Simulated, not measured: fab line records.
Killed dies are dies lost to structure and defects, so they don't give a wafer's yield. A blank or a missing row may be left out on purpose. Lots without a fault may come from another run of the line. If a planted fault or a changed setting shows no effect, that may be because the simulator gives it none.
Which tool did it? :: flow n5Finfet :: 10 lots with 29 wafers sampled at 5 steps, on a route of 1938 steps

== WHAT EACH GAUGE READ, for each wafer ==
N5_GATE_CUT_INSPECT_15: inspects for defects (brightfield). Usual: rawDefectCount reads 130 (standard deviation 39).
lot: L246
measured: day 4 22:22
on: defectInspect-01
rawDefectCount: 144 218 180
flag: 

lot: L250
measured: day 5 18:30
on: defectInspect-02
rawDefectCount: 150 141 274
flag: 

lot: L251
measured: day 5 22:20
on: defectInspect-02
rawDefectCount: 83 184 158
flag: 

lot: L252
measured: day 6 04:07
on: defectInspect-02
rawDefectCount: 105 122 103
flag: 

lot: L253
measured: day 6 09:38
on: defectInspect-01
rawDefectCount: 122 105 101
flag: 

lot: L254
measured: day 6 18:14
on: defectInspect-02
rawDefectCount: 125 137 84
flag: 

lot: L257
measured: day 7 15:35
on: defectInspect-01
rawDefectCount: 66 81
flag: 

lot: L258
measured: day 7 19:05
on: defectInspect-01
rawDefectCount: 95 118 100
flag: 

lot: L267
measured: day 9 23:52
on: defectInspect-01
rawDefectCount: 130 178 218
flag: 

lot: L268
measured: day 10 06:13
on: defectInspect-01
rawDefectCount: 172 101 136
flag: 

N5_BEOL_M4_RC_MEAS_101. Usual: DIBL_N 36.5 mV/V, standard deviation 2.2; DIBL_P 36.9 mV/V, standard deviation 2.9; IOFF_N 0.17 nA/um, standard deviation 0.044; IOFF_P 0.22 nA/um, standard deviation 0.052; ION_N 671 uA/um, standard deviation 16; ION_P 461 uA/um, standard deviation 10; SS_N 71.6 mV/dec, standard deviation 0.73; SS_P 73.5 mV/dec, standard deviation 0.79; VT_N 250 mV, standard deviation 4.1; VT_P -250 mV, standard deviation 4.1.
lot: L246
measured: day 9 04:32
on: prober-02
DIBL_N (mV/V): 35.9 36.7 35.2
DIBL_P (mV/V): 36.2 36.3 36.0
IOFF_N (nA/um): 0.15 0.15 0.14
IOFF_P (nA/um): 0.21 0.20 0.21
ION_N (uA/um): 666 656 664
ION_P (uA/um): 459 453 461
SS_N (mV/dec): 70.7 71.3 71.9
SS_P (mV/dec): 73.0 73.7 73.2
VT_N (mV): 249 250 253
VT_P (mV): -249 -252 -248
flag: 

lot: L250
measured: day 9 15:44
on: prober-02
DIBL_N (mV/V): 36.2 35.3 36.0
DIBL_P (mV/V): 37.7 36.1 37.1
IOFF_N (nA/um): 0.19 0.17 0.16
IOFF_P (nA/um): 0.27 0.24 0.24
ION_N (uA/um): 680 671 668
ION_P (uA/um): 476 462 467
SS_N (mV/dec): 71.6 70.7 71.7
SS_P (mV/dec): 73.3 73.0 74.0
VT_N (mV): 245 249 251
VT_P (mV): -245 -247 -249
flag: 

lot: L251
measured: day 9 21:05
on: prober-01
DIBL_N (mV/V): 37.5 34.3 36.0
DIBL_P (mV/V): 38.7 35.8 36.9
IOFF_N (nA/um): 0.20 0.14 0.16
IOFF_P (nA/um): 0.24 0.20 0.20
ION_N (uA/um): 692 654 671
ION_P (uA/um): 466 450 457
SS_N (mV/dec): 72.0 71.6 72.1
SS_P (mV/dec): 74.6 73.7 73.9
VT_N (mV): 246 253 251
VT_P (mV): -251 -252 -249
flag: 

lot: L252
measured: day 10 03:28
on: prober-01
DIBL_N (mV/V): 37.2 33.1 36.8
DIBL_P (mV/V): 36.5 31.3 36.6
IOFF_N (nA/um): 0.16 0.11 0.16
IOFF_P (nA/um): 0.25 0.18 0.24
ION_N (uA/um): 671 648 660
ION_P (uA/um): 462 447 462
SS_N (mV/dec): 71.9 71.2 71.2
SS_P (mV/dec): 73.6 73.2 73.8
VT_N (mV): 252 255 250
VT_P (mV): -246 -248 -247
flag: 

lot: L253
measured: day 11 02:48
on: prober-01
DIBL_N (mV/V): 35.8 37.1 34.8
DIBL_P (mV/V): 35.2 38.6 32.0
IOFF_N (nA/um): 0.14 0.16 0.13
IOFF_P (nA/um): 0.19 0.24 0.14
ION_N (uA/um): 670 652 638
ION_P (uA/um): 454 453 436
SS_N (mV/dec): 71.9 72.5 72.4
SS_P (mV/dec): 73.4 73.8 72.6
VT_N (mV): 253 248 258
VT_P (mV): -253 -250 -258
flag: 

lot: L254
measured: day 10 18:16
on: prober-01
DIBL_N (mV/V): 38.5 42.5 39.5
DIBL_P (mV/V): 37.3 43.5 39.5
IOFF_N (nA/um): 0.19 0.31 0.23
IOFF_P (nA/um): 0.25 0.40 0.30
ION_N (uA/um): 694 705 695
ION_P (uA/um): 466 483 477
SS_N (mV/dec): 72.3 72.5 72.6
SS_P (mV/dec): 73.6 75.3 73.9
VT_N (mV): 247 241 247
VT_P (mV): -248 -241 -245
flag: 

lot: L257
measured: day 11 18:34
on: prober-02
DIBL_N (mV/V): 33.5 37.1
DIBL_P (mV/V): 34.2 38.5
IOFF_N (nA/um): 0.13 0.20
IOFF_P (nA/um): 0.19 0.26
ION_N (uA/um): 665 674
ION_P (uA/um): 461 464
SS_N (mV/dec): 71.0 72.0
SS_P (mV/dec): 72.3 73.7
VT_N (mV): 251 246
VT_P (mV): -248 -246
flag: 

lot: L258
measured: day 12 01:53
on: prober-02
DIBL_N (mV/V): 35.8 38.2 36.5
DIBL_P (mV/V): 35.7 39.1 37.2
IOFF_N (nA/um): 0.16 0.18 0.17
IOFF_P (nA/um): 0.19 0.24 0.22
ION_N (uA/um): 689 670 680
ION_P (uA/um): 471 456 466
SS_N (mV/dec): 71.6 71.8 71.3
SS_P (mV/dec): 73.1 73.7 73.1
VT_N (mV): 247 248 249
VT_P (mV): -249 -249 -251
flag: 

lot: L267
measured: day 14 05:49
on: prober-01
DIBL_N (mV/V): 35.3 38.1 37.8
DIBL_P (mV/V): 35.5 38.7 39.4
IOFF_N (nA/um): 0.14 0.18 0.17
IOFF_P (nA/um): 0.18 0.23 0.25
ION_N (uA/um): 666 674 668
ION_P (uA/um): 461 463 461
SS_N (mV/dec): 70.9 71.7 71.4
SS_P (mV/dec): 73.1 74.3 74.4
VT_N (mV): 250 247 248
VT_P (mV): -252 -249 -252
flag: 

lot: L268
measured: day 15 04:20
on: prober-01
DIBL_N (mV/V): 39.0 40.2 42.3
DIBL_P (mV/V): 41.7 42.9 44.0
IOFF_N (nA/um): 0.23 0.23 0.28
IOFF_P (nA/um): 0.29 0.29 0.33
ION_N (uA/um): 690 669 702
ION_P (uA/um): 480 456 471
SS_N (mV/dec): 73.1 72.3 73.4
SS_P (mV/dec): 74.8 74.7 75.0
VT_N (mV): 244 248 242
VT_P (mV): -245 -247 -243
flag: 

== EACH LOT AND THE TOOL THAT RAN IT (in order: tool; ch and the chambers of the sampled wafers; start) ==
lot: L246
N5_GATE_CUT_HM_OPEN_40: rieDiel-01 ch 2,3, day 4 22:33
N5_GATE_CUT_CUT_ETCH_54: rieMetal-01 ch 0,1, day 4 22:50
N5_GATE_CUT_VAPOR_ETCH_48: rieMetal-01 ch 0,1, day 4 22:58

lot: L250
N5_GATE_CUT_HM_OPEN_40: rieDiel-01 ch 0,1, day 5 18:41
N5_GATE_CUT_CUT_ETCH_54: rieMetal-03 ch 0,1, day 5 18:59
N5_GATE_CUT_VAPOR_ETCH_48: rieMetal-03 ch 0,1, day 5 19:06

lot: L251
N5_GATE_CUT_HM_OPEN_40: rieDiel-01 ch 0,1, day 5 22:32
N5_GATE_CUT_CUT_ETCH_54: rieMetal-01 ch 0,1, day 5 22:51
N5_GATE_CUT_VAPOR_ETCH_48: rieMetal-01 ch 0,1, day 5 22:58

lot: L252
N5_GATE_CUT_HM_OPEN_40: rieDiel-01 ch 0,3, day 6 04:19
N5_GATE_CUT_CUT_ETCH_54: rieMetal-02 ch 0,1, day 6 04:37
N5_GATE_CUT_VAPOR_ETCH_48: rieMetal-02 ch 0,1, day 6 04:44

lot: L253
N5_GATE_CUT_HM_OPEN_40: rieDiel-04 ch 0,2,3, day 6 09:50
N5_GATE_CUT_CUT_ETCH_54: rieMetal-01 ch 0,1, day 6 10:07
N5_GATE_CUT_VAPOR_ETCH_48: rieMetal-01 ch 0,1, day 6 10:14

lot: L254
N5_GATE_CUT_HM_OPEN_40: rieDiel-04 ch 2,3, day 6 18:26
N5_GATE_CUT_CUT_ETCH_54: rieMetal-02 ch 0,1, day 6 18:45
N5_GATE_CUT_VAPOR_ETCH_48: rieMetal-02 ch 0,1, day 6 18:52

lot: L257
N5_GATE_CUT_HM_OPEN_40: rieDiel-01 ch 1,3, day 7 15:47
N5_GATE_CUT_CUT_ETCH_54: rieMetal-02 ch 1, day 7 16:05
N5_GATE_CUT_VAPOR_ETCH_48: rieMetal-02 ch 1, day 7 16:12

lot: L258
N5_GATE_CUT_HM_OPEN_40: rieDiel-03 ch 0,2,3, day 7 19:27
N5_GATE_CUT_CUT_ETCH_54: rieMetal-02 ch 0,1, day 7 19:44
N5_GATE_CUT_VAPOR_ETCH_48: rieMetal-02 ch 0,1, day 7 19:52

lot: L267
N5_GATE_CUT_HM_OPEN_40: rieDiel-01 ch 0,1,3, day 10 00:04
N5_GATE_CUT_CUT_ETCH_54: rieMetal-02 ch 0,1, day 10 00:21
N5_GATE_CUT_VAPOR_ETCH_48: rieMetal-02 ch 0,1, day 10 00:28

lot: L268
N5_GATE_CUT_HM_OPEN_40: rieDiel-01 ch 0,1,2, day 10 06:25
N5_GATE_CUT_CUT_ETCH_54: rieMetal-02 ch 0,1, day 10 06:42
N5_GATE_CUT_VAPOR_ETCH_48: rieMetal-02 ch 0,1, day 10 06:49
- N5_GATE_CUT_HM_OPEN_40: chemistry C4F6/O2, target SiO2, target depth 139 nm, time 85.1 s.
- N5_GATE_CUT_CUT_ETCH_54: etches TiN in Cl2/BCl3, target depth 96.7 nm.
- N5_GATE_CUT_VAPOR_ETCH_48: etches TiN in BCl3/Cl2.

== WHAT THE TOOLS THEMSELVES READ (means of the sampled wafers that have a number; where no wafer has one, the mark that the record gives instead) ==
N5_GATE_CUT_HM_OPEN_40. Usual: drypumpMotorCurrentA is 5.5 A with standard deviation 0.46, etchRfOnTimeS is 94.1 s with standard deviation 2.2, mfcArSccm is 300.0 sccm with standard deviation 0.82, oesProductAu is 0.73 a.u. with standard deviation 0.092, rfVppV is 669 V with standard deviation 17, showerheadPlenumPTorr is 2.83 Torr with standard deviation 0.096, and throttleValvePct is 20.99 % with standard deviation 0.28.
lot: L246
tool: rieDiel-01
drypumpMotorCurrentA (A): 5.6
etchRfOnTimeS (s): 92.9
mfcArSccm (sccm): 299.0
oesProductAu (a.u.): 0.62
rfVppV (V): 668
showerheadPlenumPTorr (Torr): 2.88
throttleValvePct (%): 20.93
flag: 

lot: L250
tool: rieDiel-01
drypumpMotorCurrentA (A): 5.2
etchRfOnTimeS (s): 95.7
mfcArSccm (sccm): 300.2
oesProductAu (a.u.): 0.66
rfVppV (V): 675
showerheadPlenumPTorr (Torr): 2.73
throttleValvePct (%): 21.31
flag: 

lot: L251
tool: rieDiel-01
drypumpMotorCurrentA (A): 5.2
etchRfOnTimeS (s): 96.7
mfcArSccm (sccm): 299.8
oesProductAu (a.u.): 0.66
rfVppV (V): 675
showerheadPlenumPTorr (Torr): 2.73
throttleValvePct (%): 21.32
flag: 

lot: L252
tool: rieDiel-01
drypumpMotorCurrentA (A): 5.5
etchRfOnTimeS (s): 94.2
mfcArSccm (sccm): 300.3
oesProductAu (a.u.): 0.62
rfVppV (V): 660
showerheadPlenumPTorr (Torr): 2.84
throttleValvePct (%): 21.01
flag: 

lot: L253
tool: rieDiel-04
drypumpMotorCurrentA (A): 5.5
etchRfOnTimeS (s): 92.2
mfcArSccm (sccm): 301.3
oesProductAu (a.u.): 0.74
rfVppV (V): 661
showerheadPlenumPTorr (Torr): 2.82
throttleValvePct (%): 20.94
flag: 

lot: L254
tool: rieDiel-04
drypumpMotorCurrentA (A): 5.9
etchRfOnTimeS (s): 93.9
mfcArSccm (sccm): 300.6
oesProductAu (a.u.): 0.67
rfVppV (V): 653
showerheadPlenumPTorr (Torr): 2.80
throttleValvePct (%): 20.99
flag: 

lot: L257
tool: rieDiel-01
drypumpMotorCurrentA (A): 5.3
etchRfOnTimeS (s): 92.1
mfcArSccm (sccm): 301.1
oesProductAu (a.u.): 0.78
rfVppV (V): 660
showerheadPlenumPTorr (Torr): 2.85
throttleValvePct (%): 21.05
flag: 

lot: L258
tool: rieDiel-03
drypumpMotorCurrentA (A): 5.4
etchRfOnTimeS (s): 94.5
mfcArSccm (sccm): 299.9
oesProductAu (a.u.): 0.79
rfVppV (V): 658
showerheadPlenumPTorr (Torr): 2.91
throttleValvePct (%): 20.97
flag: 

lot: L267
tool: rieDiel-01
drypumpMotorCurrentA (A): 5.4
etchRfOnTimeS (s): 136.8
mfcArSccm (sccm): 300.3
oesProductAu (a.u.): 0.69
rfVppV (V): 672
showerheadPlenumPTorr (Torr): 2.89
throttleValvePct (%): 20.91
flag: OFF

lot: L268
tool: rieDiel-01
drypumpMotorCurrentA (A): 5.3
etchRfOnTimeS (s): 118.8
mfcArSccm (sccm): 299.6
oesProductAu (a.u.): 0.73
rfVppV (V): 689
showerheadPlenumPTorr (Torr): 2.83
throttleValvePct (%): 20.91
flag: OFF

N5_GATE_CUT_CUT_ETCH_54. Usual: drypumpMotorCurrentA 5.7 A, standard deviation 0.42; etchRfOnTimeS 37.0 s, standard deviation 0.95; mfcArSccm 25.00 sccm, standard deviation 0.074; oesProductAu 0.67 a.u., standard deviation 0.094; throttleValvePct 22.36 %, standard deviation 0.28.
lot: L246
tool: rieMetal-01
drypumpMotorCurrentA (A): 5.9
etchRfOnTimeS (s): 37.4
mfcArSccm (sccm): 25.00
oesProductAu (a.u.): 0.58
throttleValvePct (%): 22.58
flag: 

lot: L250
tool: rieMetal-03
drypumpMotorCurrentA (A): 5.6
etchRfOnTimeS (s): 36.6
mfcArSccm (sccm): 24.98
oesProductAu (a.u.): 0.78
throttleValvePct (%): 22.01
flag: 

lot: L251
tool: rieMetal-01
drypumpMotorCurrentA (A): 5.9
etchRfOnTimeS (s): 37.8
mfcArSccm (sccm): 25.02
oesProductAu (a.u.): 0.57
throttleValvePct (%): 22.58
flag: 

lot: L252
tool: rieMetal-02
drypumpMotorCurrentA (A): 5.7
etchRfOnTimeS (s): 36.2
mfcArSccm (sccm): 25.03
oesProductAu (a.u.): 0.66
throttleValvePct (%): 22.50
flag: 

lot: L253
tool: rieMetal-01
drypumpMotorCurrentA (A): 5.5
etchRfOnTimeS (s): 37.4
mfcArSccm (sccm): 25.03
oesProductAu (a.u.): 0.56
throttleValvePct (%): 22.46
flag: 

lot: L254
tool: rieMetal-02
drypumpMotorCurrentA (A): 5.7
etchRfOnTimeS (s): 36.3
mfcArSccm (sccm): 25.01
oesProductAu (a.u.): 0.66
throttleValvePct (%): 22.51
flag: 

lot: L257
tool: rieMetal-02
drypumpMotorCurrentA (A): 5.6
etchRfOnTimeS (s): 38.3
mfcArSccm (sccm): 24.88
oesProductAu (a.u.): 0.75
throttleValvePct (%): 22.70
flag: 

lot: L258
tool: rieMetal-02
drypumpMotorCurrentA (A): 5.7
etchRfOnTimeS (s): 37.0
mfcArSccm (sccm): 24.95
oesProductAu (a.u.): 0.70
throttleValvePct (%): 22.61
flag: 

lot: L267
tool: rieMetal-02
drypumpMotorCurrentA (A): 5.7
etchRfOnTimeS (s): 35.7
mfcArSccm (sccm): 24.96
oesProductAu (a.u.): 0.65
throttleValvePct (%): 22.51
flag: 

lot: L268
tool: rieMetal-02
drypumpMotorCurrentA (A): 5.7
etchRfOnTimeS (s): 37.1
mfcArSccm (sccm): 25.06
oesProductAu (a.u.): 0.69
throttleValvePct (%): 22.62
flag: 

N5_GATE_CUT_VAPOR_ETCH_48. Usual: drypumpMotorCurrentA 5.7 A, standard deviation 0.42; oesProductAu 0.74 a.u., standard deviation 0.11.
lot: L246
tool: rieMetal-01
drypumpMotorCurrentA (A): 5.9
oesProductAu (a.u.): 0.64
flag: 

lot: L250
tool: rieMetal-03
drypumpMotorCurrentA (A): 5.6
oesProductAu (a.u.): 0.85
flag: 

lot: L251
tool: rieMetal-01
drypumpMotorCurrentA (A): 5.9
oesProductAu (a.u.): 0.63
flag: 

lot: L252
tool: rieMetal-02
drypumpMotorCurrentA (A): 5.7
oesProductAu (a.u.): 0.72
flag: 

lot: L253
tool: rieMetal-01
drypumpMotorCurrentA (A): 5.5
oesProductAu (a.u.): 0.63
flag: 

lot: L254
tool: rieMetal-02
drypumpMotorCurrentA (A): 5.7
oesProductAu (a.u.): 0.72
flag: 

lot: L257
tool: rieMetal-02
drypumpMotorCurrentA (A): 5.6
oesProductAu (a.u.): 0.85
flag: 

lot: L258
tool: rieMetal-02
drypumpMotorCurrentA (A): 5.7
oesProductAu (a.u.): 0.78
flag: 

lot: L267
tool: rieMetal-02
drypumpMotorCurrentA (A): 5.7
oesProductAu (a.u.): 0.71
flag: 

lot: L268
tool: rieMetal-02
drypumpMotorCurrentA (A): 5.7
oesProductAu (a.u.): 0.77
flag: 

== THE ANSWER, worked out from the rows above alone ==
Rule: a lot counts as off when the mean over its wafers that have a number is more than 3 standard deviations away from the usual mean. A lot without any number at a reading at which 4 lots or more have one is off too. All remaining lots with rows at the step are treated as sound. First the gauges in route order, then the tools' own readings, where a lot's mean is used as printed above. The first step at which some lot is off is used, and at that step the reading that is off furthest; a lot without a number counts as furthest.
Off: L267, L268 (N5_GATE_CUT_HM_OPEN_40, etchRfOnTimeS).
A tool fits if, at that step or a process step before it, it ran every lot that is off, and no sound lot after the first of them. One candidate fits, namely rieDiel-01 at N5_GATE_CUT_HM_OPEN_40. Its last sound lot is L257 (day 7 15:47), its first lot that is off L267 (day 10 00:04): a fault that began between those two fits.
The tool's own readings at N5_GATE_CUT_HM_OPEN_40 bear it out: on the lots that are off they differ by more than 5 times the standard deviation of the sound lots' means. etchRfOnTimeS reads 127.8 s there against 94.0 s on the sound lots.

== WHAT HAD BEEN PUT IN BY THE SIMULATOR ==
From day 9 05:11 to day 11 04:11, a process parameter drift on rieDiel-01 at N5_GATE_CUT_HM_OPEN_40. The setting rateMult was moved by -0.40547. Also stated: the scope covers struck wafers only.
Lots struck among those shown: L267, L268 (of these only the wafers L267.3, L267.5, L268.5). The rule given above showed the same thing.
